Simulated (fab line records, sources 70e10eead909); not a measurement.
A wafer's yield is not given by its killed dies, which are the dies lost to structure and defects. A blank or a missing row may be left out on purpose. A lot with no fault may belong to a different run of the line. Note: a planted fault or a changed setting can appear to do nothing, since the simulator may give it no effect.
What tool caused it? -- flow nandHarc -- 72 wafers from 24 lots sampled at 4 of the route's 1302 steps

## WHAT THE GAUGES SHOWED, per wafer
NHARC_A_CONTACT_CD_MEAS_08: the cd target is 200 nm. Usual: cdNm reads 200.1 nm (standard deviation 0.48).
lot,measured,on,cdNm (nm),flag
L074,day 22 04:20,cdSem-02,200.3 200.1 199.7,
L076,day 22 20:59,cdSem-01,199.8 199.6 199.7,
L077,day 23 00:01,cdSem-02,200.4 200.7 201.0,
L078,day 23 18:05,cdSem-01,200.2 199.9 200.3,
L079,day 24 04:07,cdSem-01,200.1 200.1 200.3,
L081,day 25 08:44,cdSem-01,199.6 200.4 199.9,
L075,day 25 12:29,cdSem-03,200.1 200.4 199.7,
L080,day 25 14:52,cdSem-01,199.8 199.6 200.2,
L082,day 26 00:02,cdSem-03,200.2 199.7 199.9,
L083,day 26 03:31,cdSem-03,200.2 199.9 200.6,
L084,day 26 04:04,cdSem-03,200.0 199.2 200.0,
L085,day 27 00:58,cdSem-01,199.7 200.6 200.1,
L086,day 27 11:14,cdSem-01,200.5 199.6 200.2,
L087,day 28 01:49,cdSem-01,199.6 199.4 199.4,
L090,day 28 07:31,cdSem-01,200.6 200.8 200.9,
L089,day 28 08:27,cdSem-01,200.5 199.4 199.4,
L088,day 28 19:13,cdSem-03,199.8 199.8 199.7,
L092,day 28 20:57,cdSem-03,200.5 199.7 200.1,
L091,day 29 00:31,cdSem-01,201.9 200.2 200.3,
L093,day 29 20:59,cdSem-02,200.6 201.1 201.4,
L095,day 31 05:35,cdSem-03,200.8 200.5 200.3,
L096,day 31 08:26,cdSem-02,200.2 200.5 200.2,
L094,day 31 12:19,cdSem-02,199.5 199.2 200.3,
L097,day 31 16:08,cdSem-01,200.6 200.5 200.1,

## EACH LOT AND THE TOOL THAT RAN IT (in order: tool; ch and the chambers of the sampled wafers; start)
lot,NHARC_A_CONTACT_ETCH_124,NHARC_A_CONTACT_ETCH_128,NHARC_A_CONTACT_ETCH_132
L074,"harCapEtch-02 ch 0,1, day 21 22:26","harCapEtch-02 ch 0,1, day 21 23:10","harCapEtch-02 ch 0,1, day 21 23:53"
L076,"harCapEtch-01 ch 0,1, day 22 14:49","harCapEtch-01 ch 0,1, day 22 15:32","harCapEtch-01 ch 0,1, day 22 16:14"
L077,"harCapEtch-03 ch 0,1, day 22 17:23","harCapEtch-03 ch 0,1, day 22 18:07","harCapEtch-03 ch 0,1, day 22 18:50"
L078,"harCapEtch-02 ch 0,1, day 23 09:48","harCapEtch-02 ch 0,1, day 23 10:32","harCapEtch-02 ch 0,1, day 23 11:14"
L079,"harCapEtch-02 ch 0,1, day 23 22:07","harCapEtch-02 ch 0,1, day 23 22:50","harCapEtch-02 ch 0,1, day 23 23:32"
L081,"harCapEtch-02 ch 0,1, day 24 21:59","harCapEtch-02 ch 0,1, day 24 22:43","harCapEtch-02 ch 0,1, day 24 23:25"
L075,"harCapEtch-02 ch 0,1, day 25 02:01","harCapEtch-02 ch 0,1, day 25 02:44","harCapEtch-02 ch 0,1, day 25 03:27"
L080,"harCapEtch-01 ch 0,1, day 25 06:46","harCapEtch-01 ch 0,1, day 25 07:29","harCapEtch-01 ch 0,1, day 25 08:12"
L082,"harCapEtch-01 ch 0,1, day 25 13:46","harCapEtch-01 ch 0,1, day 25 14:30","harCapEtch-01 ch 0,1, day 25 15:13"
L083,"harCapEtch-01 ch 0,1, day 25 20:30","harCapEtch-01 ch 0,1, day 25 21:14","harCapEtch-01 ch 0,1, day 25 21:56"
L084,"harCapEtch-03 ch 0,1, day 25 21:20","harCapEtch-03 ch 0,1, day 25 22:04","harCapEtch-03 ch 0,1, day 25 22:46"
L085,"harCapEtch-03 ch 0,1, day 26 18:39","harCapEtch-03 ch 0,1, day 26 19:23","harCapEtch-03 ch 0,1, day 26 20:05"
L086,"harCapEtch-02 ch 0,1, day 27 01:37","harCapEtch-02 ch 0,1, day 27 03:20","harCapEtch-02 ch 0,1, day 27 05:02"
L087,"harCapEtch-01 ch 0,1, day 27 18:57","harCapEtch-01 ch 0,1, day 27 19:41","harCapEtch-01 ch 0,1, day 27 20:23"
L090,"harCapEtch-03 ch 0,1, day 28 01:29","harCapEtch-03 ch 0,1, day 28 02:13","harCapEtch-03 ch 0,1, day 28 02:56"
L089,"harCapEtch-01 ch 0,1, day 28 01:50","harCapEtch-01 ch 0,1, day 28 02:33","harCapEtch-01 ch 0,1, day 28 03:16"
L088,"harCapEtch-02 ch 0,1, day 28 09:53","harCapEtch-02 ch 0,1, day 28 10:37","harCapEtch-02 ch 0,1, day 28 11:19"
L092,"harCapEtch-03 ch 0,1, day 28 14:21","harCapEtch-03 ch 0,1, day 28 15:05","harCapEtch-03 ch 0,1, day 28 15:47"
L091,"harCapEtch-01 ch 0,1, day 28 16:24","harCapEtch-01 ch 0,1, day 28 17:22","harCapEtch-01 ch 0,1, day 28 18:19"
L093,"harCapEtch-03 ch 0,1, day 29 15:01","harCapEtch-03 ch 0,1, day 29 15:44","harCapEtch-03 ch 0,1, day 29 16:27"
L095,"harCapEtch-03 ch 0,1, day 30 22:07","harCapEtch-03 ch 0,1, day 30 22:52","harCapEtch-03 ch 0,1, day 30 23:33"
L096,"harCapEtch-01 ch 0,1, day 31 01:25","harCapEtch-01 ch 0,1, day 31 02:09","harCapEtch-01 ch 0,1, day 31 02:52"
L094,"harCapEtch-03 ch 0,1, day 31 06:19","harCapEtch-03 ch 0,1, day 31 07:02","harCapEtch-03 ch 0,1, day 31 07:44"
L097,"harCapEtch-01 ch 1, day 31 09:15","harCapEtch-01 ch 1, day 31 10:26","harCapEtch-01 ch 1, day 31 11:08"
- NHARC_A_CONTACT_ETCH_124: etches the open film in C4F8/O2/Ar, time 140 s, target depth 700 nm.
- NHARC_A_CONTACT_ETCH_128: etches the open film in C4F8/O2/Ar, time 197 s, target depth 1918 nm.
- NHARC_A_CONTACT_ETCH_132: etches the open film in C4F8/O2/Ar, time 197 s, target depth 1924 nm.

## AS READ BY THE TOOLS THEMSELVES (means over the sampled wafers that have a number; for cases with no such wafer, the mark the record gives instead)
The record holds no such reading with a usual standard deviation.

## THE ANSWER, worked out from the rows above alone
Rule: a lot counts as off when the mean over its wafers that have a number is more than 3 standard deviations away from the usual mean. Also off: a lot with no number at a reading for which 4 or more lots have one. Where the step has rows for the other lots, those lots are counted as sound. The gauges are gone through in route order, then the tools' own readings, and for those a lot's mean is taken as printed above. At the first step where some lot is off, the reading lying furthest off is the one used; lots without a number count as furthest.
Nothing can be told from this: no lot is off at any reading shown.

## WHAT WAS PUT IN BY THE SIMULATOR
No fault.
